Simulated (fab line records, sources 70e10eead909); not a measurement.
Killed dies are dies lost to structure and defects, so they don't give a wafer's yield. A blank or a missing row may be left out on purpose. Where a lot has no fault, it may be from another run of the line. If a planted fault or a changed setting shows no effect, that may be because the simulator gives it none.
fab line records	flow nandHarc
record lots=14	wafers=42	lastDay=33
route steps=1302 shown A_CHANNEL_FILL_D1@496 A_ONON_D2@553 A_CHANNEL_HOLE_D2@570 END@1302
lots that met no fault: from a run of the same line without faults
startH: hours from the record's opening day to when the first of the lot's shown wafers began	waitH: hours elapsed since this lot's preceding step	" repeats the value in the row above	L1.1+2: one row covering several wafers at once	- value missing, or start not given	* or withheld: withheld	< > ~ a bound
route shown NAME@n: a module of which the file shows steps, and the number in the route of the first	usual: mean/standard deviation taken from wafers without a fault	same: alike in all rows	chamber/n: place in a boat	sites: readings site by site	_std_site: standard deviation across them	_edge_site: the outer-site mean with the inner-site mean subtracted	radiusMm: for every site, how far away it sits from the centre of the wafer	mask NAME#n: copy n	behind: tool/chamber where the wafer was last shaped	hold: why the lot was held/for how many hours/how that ended	device: the transistor (n, p or np) that didn't switch	end of line: the same wafers' tests at the end of the route	for a step that has no rows: nothing shown but its recipe	killed: the dies lost at the first sort to structure and to defects; this is not the yield of the wafer	map: a wafer's dies, x killed, . not, _ none there
set.NAME: the setting the step ran with; set.NAME@STEP: the setting that earlier step ran with	model.NAME: the simulator's own value behind a step, which no gauge read
the route's steps for a sample of lots (tables are steps, rows are wafers)
services: a tool's chamber out of use, with start hour (startH, from the record's first day; less than 0 if before it), hours out, and reason
## steps
# step NHARC_A_CHANNEL_FILL_D1_ALD_16
# recipe targetThkA=15	pulseTimeS=10	aldCycles=15	tempC=300	material=SiO2
# usual heaterPowerW=454/57	precursorPulseHeightRel=1.002/0.021
lot.wafer	tool	chamber	startH	waitH	heaterPowerW	precursorPulseHeightRel
L115.4	aldHk-04	1	217.39	0.0	374	0.992
L115.1	"	3	"	"	508	1.009
L115.5	"	1	"	"	378	0.976
L114.3	aldHk-02	3	217.44	0.1	489	0.993
L114.4	"	0	"	"	526	0.994
L114.5	"	3	"	"	494	1.002
L116.4	aldHk-04	1	233.18	0.7	370	1.004
L116.1	"	2	"	"	522	1.000
L116.3	"	0	"	"	446	0.964
L120.3	aldHk-02	2	256.94	0.0	456	1.038
L120.2	"	3	"	"	499	1.021
L120.1	"	0	"	"	525	1.006
L123.2	aldHk-02	2	293.58	0.1	457	0.992
L123.4	"	3	"	"	500	0.981
L123.5	"	1	"	"	474	1.016
L124.4	aldHk-02	2	300.77	0.0	452	1.020
L124.3	"	3	"	"	499	1.042
L124.1	"	1	"	"	467	1.027
L125.3	aldHk-02	0	306.86	0.1	528	1.003
L125.2	"	2	"	"	455	1.004
L125.6	"	3	"	"	484	1.023
L128.4	aldHk-01	1	344.06	0.1	387	0.993
L128.3	"	3	"	"	362	0.968
L128.6	"	1	"	"	379	0.973
L129.1	aldHk-04	3	344.17	0.2	485	1.005
L129.2	"	0	"	"	431	1.012
L129.6	"	2	"	"	538	1.003
L130.3	aldHk-04	0	365.15	0.1	439	1.014
L130.4	"	1	"	"	389	1.013
L130.5	"	3	"	"	477	0.987
L132.2	aldHk-01	3	376.32	0.1	369	0.979
L132.1	"	0	"	"	401	1.004
L132.6	"	3	"	"	366	0.986
L134.1	aldHk-01	0	406.79	0.1	409	1.011
L134.4	"	1	"	"	379	1.040
L134.6	"	0	"	"	407	0.993
L136.1	aldHk-04	3	415.89	0.0	488	1.005
L136.4	"	0	"	"	430	1.017
L136.2	"	2	"	"	546	0.982
L137.1	aldHk-04	1	430.92	0.1	392	1.036
L137.4	"	3	"	"	494	1.006
L137.6	"	0	"	"	423	1.041
# step NHARC_A_ONON_D2_DEP_12
# recipe targetThkA=10000	n2FlowSccm=2750	n2oFlowSccm=2000	nh3FlowSccm=500	sih4FlowSccm=210	tempC=400
lot.wafer	tool	chamber	startH	waitH
L115.1+4+5	pecvdOnon-04	0	288.48	0.1
L114.3+4+5	pecvdOnon-03	0	288.59	0.2
L116.1+3+4	pecvdOnon-03	0	304.64	0.1
L120.1+2+3	pecvdOnon-04	0	332.77	0.1
L123.2+4+5	pecvdOnon-04	0	370.40	0.1
L124.1+3+4	pecvdOnon-03	0	379.59	0.1
L125.2+3+6	pecvdOnon-04	0	382.74	0.1
L129.1+2+6	pecvdOnon-04	0	418.91	0.2
L128.3+4+6	pecvdOnon-04	0	419.38	0.3
L130.3+4+5	pecvdOnon-01	0	441.20	0.2
L132.1+2+6	pecvdOnon-01	0	446.60	0.1
L134.1+4+6	pecvdOnon-01	0	480.56	0.1
L136.1+2+4	pecvdOnon-03	0	488.59	0.1
L137.1+4+6	pecvdOnon-01	0	504.51	0.1
# step NHARC_A_ONON_D2_THK_MEAS_14
# recipe thkMeasGauge=ellipsometry
# usual thkNm=1003/7.2
lot.wafer	tool	chamber	startH	waitH	thkNm
L114.3	filmMetro-01	-	288.98	-	1008
L114.4	"	-	"	"	1007
L114.5	"	-	"	"	1010
L115.1	filmMetro-02	-	289.00	-	1012
L115.4	"	-	"	"	1010
L115.5	"	-	"	"	1013
L116.1	filmMetro-02	-	305.15	-	1010
L116.3	"	-	"	"	1012
L116.4	"	-	"	"	1010
L120.1	filmMetro-02	-	333.29	-	994
L120.2	"	-	"	"	994
L120.3	"	-	"	"	995
L123.2	filmMetro-02	-	370.85	-	1009
L123.4	"	-	"	"	1013
L123.5	"	-	"	"	1010
L124.1	filmMetro-01	-	380.11	-	992
L124.3	"	-	"	"	993
L124.4	"	-	"	"	993
L125.2	filmMetro-01	-	383.20	-	1002
L125.3	"	-	"	"	1002
L125.6	"	-	"	"	1003
L129.1	filmMetro-02	-	419.42	-	666
L129.2	"	-	"	"	667
L129.6	"	-	"	"	667
L128.3	filmMetro-02	-	419.78	-	680
L128.4	"	-	"	"	680
L128.6	"	-	"	"	679
L130.3	filmMetro-01	-	441.59	-	1000
L130.4	"	-	"	"	999
L130.5	"	-	"	"	1001
L132.1	filmMetro-01	-	447.11	-	1004
L132.2	"	-	"	"	1003
L132.6	"	-	"	"	1004
L134.1	filmMetro-01	-	481.07	-	993
L134.4	"	-	"	"	995
L134.6	"	-	"	"	994
L136.1	filmMetro-02	-	489.10	-	1015
L136.2	"	-	"	"	1016
L136.4	"	-	"	"	1016
L137.1	filmMetro-02	-	505.02	-	1010
L137.4	"	-	"	"	1012
L137.6	"	-	"	"	1010
# step NHARC_A_CHANNEL_HOLE_D2_DEP_00
# recipe targetThkA=31000	tempC=400	material=aC
# usual throttleValvePct=34.998/0.009
lot.wafer	tool	chamber	startH	waitH	throttleValvePct
L115.1	aclDep-01	0	299.90	0.1	35.006
L115.4	"	0	"	"	34.994
L115.5	"	0	"	"	34.997
L114.3	aclDep-02	0	300.56	0.7	35.005
L114.4	"	0	"	"	34.996
L114.5	"	0	"	"	34.982
L116.1	aclDep-03	0	320.03	0.3	34.987
L116.3	"	0	"	"	35.016
L116.4	"	0	"	"	35.003
L120.1	aclDep-01	0	345.61	0.7	35.000
L120.2	"	0	"	"	34.996
L120.3	"	0	"	"	34.995
L123.2	aclDep-02	0	389.05	4.5	34.999
L123.4	"	0	"	"	35.001
L123.5	"	0	"	"	34.995
L124.1	aclDep-02	0	395.69	2.4	34.995
L124.3	"	0	"	"	34.997
L124.4	"	0	"	"	34.997
L125.2	aclDep-03	0	396.03	2.7	34.994
L125.3	"	0	"	"	34.985
L125.6	"	0	"	"	35.005
L130.3	aclDep-01	0	452.48	0.7	35.003
L130.4	"	0	"	"	35.014
L130.5	"	0	"	"	34.997
L132.1	aclDep-02	0	459.99	2.4	34.982
L132.2	"	0	"	"	35.005
L132.6	"	0	461.60	4.0	34.983
L134.1	aclDep-03	0	497.58	3.6	34.997
L134.4	"	0	"	"	34.991
L134.6	"	0	"	"	34.999
L136.1	aclDep-02	0	499.88	0.1	35.009
L136.2	"	0	"	"	34.990
L136.4	"	0	"	"	35.012
L137.1	aclDep-01	0	520.04	1.4	34.996
L137.4	"	0	"	"	34.995
L137.6	"	0	"	"	34.989
# step NHARC_END_SORT_01
# recipe tempC=25
# usual killedAtArray=59/17	killedAtOther=0.9/1.6	killedAtPeriphery=3.7/2.3	killedDies=64/17	killedOpen=3.3/1.8	killedShort=2.4/1.6
# same grossDies=677
lot.wafer	tool	chamber	startH	waitH	killedAtArray	killedAtOther	killedAtPeriphery	killedDies	killedOpen	killedShort
L128.3	prober-01	0	709.97	3.1	667	1	9	677	3	2
L128.4	prober-01	0	710.77	3.4	665	0	12	677	1	3
L128.6	prober-01	0	712.36	4.0	670	0	7	677	4	3
L129.1	prober-01	0	716.15	2.5	676	0	1	677	4	2
L129.2	prober-01	0	716.95	2.8	674	0	3	677	1	7
# killed by level:class
L128.3 A_ONON_D2:areaDep=623 A_SLIT:chamberFilmFlake=30 P_CONTACT:chamberFilmFlake=5 A_CHANNEL_HOLE_D1:chamberFilmFlake=5 A_CONTACT:chamberFilmFlake=2 A_BLC:chamberFilmFlake=2 P_STI:geometricParticle:open=1 P_STI:geometricParticle:short=1
L128.4 A_ONON_D2:areaDep=616 A_SLIT:chamberFilmFlake=31 P_CONTACT:chamberFilmFlake=8 A_CHANNEL_HOLE_D1:chamberFilmFlake=7 A_STAIRCASE:chamberFilmFlake=4 A_BLC:chamberFilmFlake=3 P_GATE:chamberFilmFlake=2 P_M0:geometricParticle:open=1
L128.6 A_ONON_D2:areaDep=628 A_SLIT:chamberFilmFlake=23 A_CHANNEL_HOLE_D1:chamberFilmFlake=7 P_CONTACT:chamberFilmFlake=3 A_ONON_D1:geometricParticle:short=2 A_CONTACT:geometricParticle:open=2 A_CHANNEL_FILL_D1:chamberFilmFlake=2 A_CONTACT:chamberFilmFlake=2
L129.1 A_ONON_D2:areaDep=591 A_CHANNEL_HOLE_D1:chamberFilmFlake=42 A_CHANNEL_HOLE_D2:chamberFilmFlake=19 A_STAIRCASE:chamberFilmFlake=7 A_CONTACT:chamberFilmFlake=6 A_SLIT:chamberFilmFlake=3 A_M0:geometricParticle:open=2 A_WL_FILL:chamberFilmFlake=2
L129.2 A_ONON_D2:areaDep=592 A_CHANNEL_HOLE_D2:chamberFilmFlake=23 A_CHANNEL_HOLE_D1:chamberFilmFlake=21 A_STAIRCASE:chamberFilmFlake=16 A_CONTACT:chamberFilmFlake=7 P_GATE:chamberFilmFlake=3 A_SLIT:chamberFilmFlake=3 A_WL_FILL:geometricParticle:short=2
## services
tool	chamber	startH	hours	kind
pecvdOnon-03	-	227.00	13.0	pm
aclDep-02	-	244.10	13.0	pm
aldHk-04	0	260.80	10.0	ventCycle
aldHk-04	1	260.80	10.0	ventCycle
pecvdOnon-01	-	269.00	13.0	pm
aldHk-04	0	270.80	-	clean
aldHk-04	1	270.80	-	clean
aldHk-04	2	270.80	-	clean
aldHk-04	3	270.80	-	clean
aclDep-03	-	302.74	13.0	pm
pecvdOnon-04	-	311.35	13.0	pm
aldHk-02	-	342.46	1.2	repair
aldHk-02	-	350.04	10.0	pm
aclDep-02	-	370.74	5.0	repair
aclDep-01	-	371.05	13.0	pm
pecvdOnon-03	-	377.52	1.9	repair
pecvdOnon-03	-	408.00	13.0	pm
aclDep-02	-	426.15	13.0	pm
aldHk-04	-	438.80	10.0	pm
aldHk-04	0	438.80	10.0	ventCycle
pecvdOnon-01	-	450.00	13.0	pm
aclDep-03	-	484.58	13.0	pm
pecvdOnon-04	-	492.35	13.0	pm
pecvdOnon-04	-	514.96	0.3	repair
## key
firstSign step=NHARC_A_ONON_D2_THK_MEAS_14	reading=thkNm	direction=down	sigmas=45	usual=1003	struck=673
effect step=NHARC_END_SORT_01	reading=killedAtArray	direction=up	sigmas=37	usual=59	struck=670
moreKillsBornAt NHARC_A_ONON_D2_DEP_12@pecvdOnon-04=3050
metAt NHARC_A_ONON_D2_DEP_12
struckLots L128,L129
rowsEnd L129.6
laterRowsLeftOut L128.3,L128.4,L128.6,L129.1,L129.2
testerLeftOut L128,L129
notActingAt NHARC_A_CHANNEL_FILL_D1_ALD_16,NHARC_A_CHANNEL_HOLE_D2_DEP_00
onsetBetween 382.74 418.91
fault kind=processParameterDrift	tool=pecvdOnon-04	chamber=-	onsetH=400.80	steps=NHARC_A_ONON_D2_DEP_12	channel=targetThkA	offset=*	shape=step	actsIn=*	stated=*
# testerLeftOut: of these lots the tester's yield and bins aren't shown, on N5 and GAA mostly nor the transistor test; their killed dies are dies lost to structure and defects alone, not to doping, threshold or leakage, so they don't give the yield
# laterRowsLeftOut: the simulator's readings of these wafers behind a module that went badly wrong aren't trusted and aren't shown, but for the sort
# rowsEnd: these wafers met a further fault down the route, and their rows from its step on are left out
